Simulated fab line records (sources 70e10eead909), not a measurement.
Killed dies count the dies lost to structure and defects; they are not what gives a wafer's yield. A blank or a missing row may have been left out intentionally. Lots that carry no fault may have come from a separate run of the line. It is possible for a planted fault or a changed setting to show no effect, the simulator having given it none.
Which of the tools did it? :: flow nandHarc :: Sampling: 6 lots, 18 wafers, 5 of 1159 route steps

## WHAT EACH GAUGE READ, for each wafer
NHARC_END_SORT_01.
lot :: measured :: on :: killedAtArray

## TOOL THAT RAN EACH LOT (tool first, then ch and the chambers of the sampled wafers, then the start)
lot: L381
NHARC_A_WL_FILL_ETCHBACK_16: rieDiel-07 ch 0,2,3, day 16 08:18 or earlier
NHARC_A_WL_FILL_CVD_20: cvdW-02 ch 0, day 16 08:18
NHARC_A_CONTACT_ETCH_115: harCapEtch-03 ch 0,1, day 17 00:03
NHARC_A_CONTACT_ETCH_117: harCapEtch-03 ch 0,1, day 17 00:14

lot: L386
NHARC_A_WL_FILL_ETCHBACK_16: rieDiel-06 ch 2,3, day 17 08:55 or earlier
NHARC_A_WL_FILL_CVD_20: cvdW-02 ch 0,1, day 17 08:55
NHARC_A_CONTACT_ETCH_115: harCapEtch-02 ch 0,1, day 17 19:47
NHARC_A_CONTACT_ETCH_117: harCapEtch-02 ch 0,1, day 17 19:58

lot: L387
NHARC_A_WL_FILL_ETCHBACK_16: rieDiel-07 ch 0,1,2, day 17 15:44 or earlier
NHARC_A_WL_FILL_CVD_20: cvdW-01 ch 1, day 17 15:44
NHARC_A_CONTACT_ETCH_115: harCapEtch-01 ch 0,1, day 18 03:36
NHARC_A_CONTACT_ETCH_117: harCapEtch-01 ch 0,1, day 18 03:47

lot: L389
NHARC_A_WL_FILL_ETCHBACK_16: rieDiel-06 ch 0,2,3, day 18 08:10 or earlier
NHARC_A_WL_FILL_CVD_20: cvdW-02 ch 0,1, day 18 08:10
NHARC_A_CONTACT_ETCH_115: harCapEtch-03 ch 0,1, day 18 21:34
NHARC_A_CONTACT_ETCH_117: harCapEtch-03 ch 0,1, day 18 21:46

lot: L391
NHARC_A_WL_FILL_ETCHBACK_16: rieDiel-01 ch 0,2,3, day 18 22:10 or earlier
NHARC_A_WL_FILL_CVD_20: cvdW-01 ch 1, day 18 22:10
NHARC_A_CONTACT_ETCH_115: harCapEtch-02 ch 0,1, day 19 15:02
NHARC_A_CONTACT_ETCH_117: harCapEtch-02 ch 0,1, day 19 15:13

lot: L394
NHARC_A_WL_FILL_ETCHBACK_16: rieDiel-06 ch 0,1, day 19 23:40 or earlier
NHARC_A_WL_FILL_CVD_20: cvdW-01 ch 0,1, day 19 23:40
NHARC_A_CONTACT_ETCH_115: harCapEtch-03 ch 0,1, day 20 11:04
NHARC_A_CONTACT_ETCH_117: harCapEtch-03 ch 0,1, day 20 11:14
- NHARC_A_WL_FILL_ETCHBACK_16: etches the open film in C4F8/O2/Ar, target depth 88 nm, time 17.6 s.
- NHARC_A_WL_FILL_CVD_20: deposits W, target thk 75 nm, time 5064 s.
- NHARC_A_CONTACT_ETCH_115: etches the open film in C4F8/O2/Ar, time 94 s, target depth 922 nm.
- NHARC_A_CONTACT_ETCH_117: etches the open film in C4F8/O2/Ar, time 94 s, target depth 922 nm.

## THE ANSWER, worked out from the rows above alone
Rule: usual is defined by the lots themselves. The widest of any qualifying gaps counts: lots, ordered by their means at a reading, are off when they make up no more than a third of the lots, leave a main group of 4 or more, and stand apart from it by 3 or more times the standard deviation of that group's means. If all means in a main group match to the digits the tables above print for the reading, that group is not used. Also off: a lot with no number at a reading for which 4 or more lots have one. Any other lot the step has rows for is counted as sound.
Nothing can be told from this: no lot is off at any reading shown.

## WHAT THE SIMULATOR HAD INSERTED
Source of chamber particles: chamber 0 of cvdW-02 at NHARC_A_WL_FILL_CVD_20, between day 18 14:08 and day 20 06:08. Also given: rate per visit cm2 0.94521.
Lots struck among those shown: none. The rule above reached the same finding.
